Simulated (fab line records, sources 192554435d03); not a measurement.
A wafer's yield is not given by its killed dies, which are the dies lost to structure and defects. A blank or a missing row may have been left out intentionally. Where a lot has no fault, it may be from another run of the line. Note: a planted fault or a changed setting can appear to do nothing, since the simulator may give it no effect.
Struck lot and sound lot, side by side	flow n5Finfet	13 steps out of a route of 1938
Sound: wafers L485.2, L485.4, L485.6. Wafers struck: L473.4, L473.5. The cause is named last.
Order at every step that has rows: each side's tool, ch and its chambers, its first start. Under that, the readings that differ: sound wafers	struck wafers	difference of the means	sigmas: that difference in standard deviations of wafers without a fault.
alike: words and numbers the same on both sides, and readings whose means are apart by under 2 such deviations; not compared: readings that were withheld, readings missing a value for some wafer, numbers with overlapping values and no deviation given by the record, and bounds like >300 which may hide the same value.
The two part at a step that has a row with sigmas, a row that says differs or no value, or rows on one side only. Non-overlapping numbers with no deviation appear without sigmas and do not part them. Lack of a reading on every wafer of one side parts them only where that side has two or more wafers.

first, 9 steps without rows for these wafers: N5_BEOL_M1_DEVELOP_27 (develop time 30 s); N5_BEOL_M1_DESCUM_33 (chemistry O2, time 7 s); N5_BEOL_M1_ETCH_77 (etches underlayer in N2/H2, target depth 6.5 nm, time 5.2 s); N5_BEOL_M1_ETCH_69 (etches SiARC in CF4, target depth 15.6 nm, time 26 s); N5_BEOL_M1_ALD_98 (deposits SiO2, target thk 2.5 nm, pulse time 1 s, co reactant pulse time 1 s); N5_BEOL_M1_ETCHBACK_99 (etches SiO2 in CHF3, target depth 5 nm, time 10.4 s); N5_BEOL_M1_ETCH_70 (etches SOC in N2/H2, target depth 80 nm, overetch 16 nm, time 120 s); N5_BEOL_M1_STRIP_71 (strips in N2/H2); N5_BEOL_M1_STRIP_78 (strips in N2/H2).
N5_BEOL_M1_VIA_ETCH_34: etches the open film in C4F6/O2, target depth 67.8 nm, time 64.4 s.
  sound on rieDiel-02 ch 0,1,3, day 10 22:48; struck on rieDiel-02 ch 0,2, day 7 23:36
reading	sound	struck	difference	sigmas
runLengthS (s)	88.4 87.0 87.9	91.4 91.8	+3.8	+10
model.etch.depthNm (nm)	66.12 68.22 68.58	70.42 70.64	+2.89	
  alike: drypumpMotorCurrentA, oes_o_777_au, oesProductAu, rfFwdPowerW, rfVppV, showerheadPlenumPTorr, throttleValvePct
  not compared: rfHoursCounterH, model.SOC_of_BEOL_M1_COAT_67.thkNm
then, 1 step without rows for these wafers: N5_BEOL_M1_STRIP_83 (strips in C4F6/O2).
-- the record jumps here: 3 days lie between the struck wafers' starts before and after (it left off in module BEOL_M1 and takes up again in module BEOL_M4, whose first step shown is number 1111 of the route) --
N5_BEOL_M4_RC_MEAS_101:
  sound on prober-02 ch 0, day 14 10:11; struck on prober-02 ch 0, day 10 20:10
reading	sound	struck	difference	sigmas
ION_P (uA/um)	465 451 449	471 477	+19	+3
VT_N (mV)	248 253 253	246 241	-8	-2
  alike: DIBL_N, DIBL_P, IOFF_N, IOFF_P, ION_N, SS_N, SS_P, VT_P
-- a jump in the record: the struck wafers' starts before and after are 4 days apart (it breaks off in module BEOL_M4 and resumes in module PASSIVATION, where the first step shown is number 1936 of the route) --
N5_PASSIVATION_PROBE_49:
  only the struck wafers here have rows in the record (prober-02, day 15 07:59); the sound ones have none

## WHERE THEY PART
Last at N5_PASSIVATION_PROBE_49 as far as this record goes, first at N5_BEOL_M1_VIA_ETCH_34.

WHY: whatever the simulator had introduced
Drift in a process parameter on rieDiel-02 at N5_BEOL_M1_VIA_ETCH_34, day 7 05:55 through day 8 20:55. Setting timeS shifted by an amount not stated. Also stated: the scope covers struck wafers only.
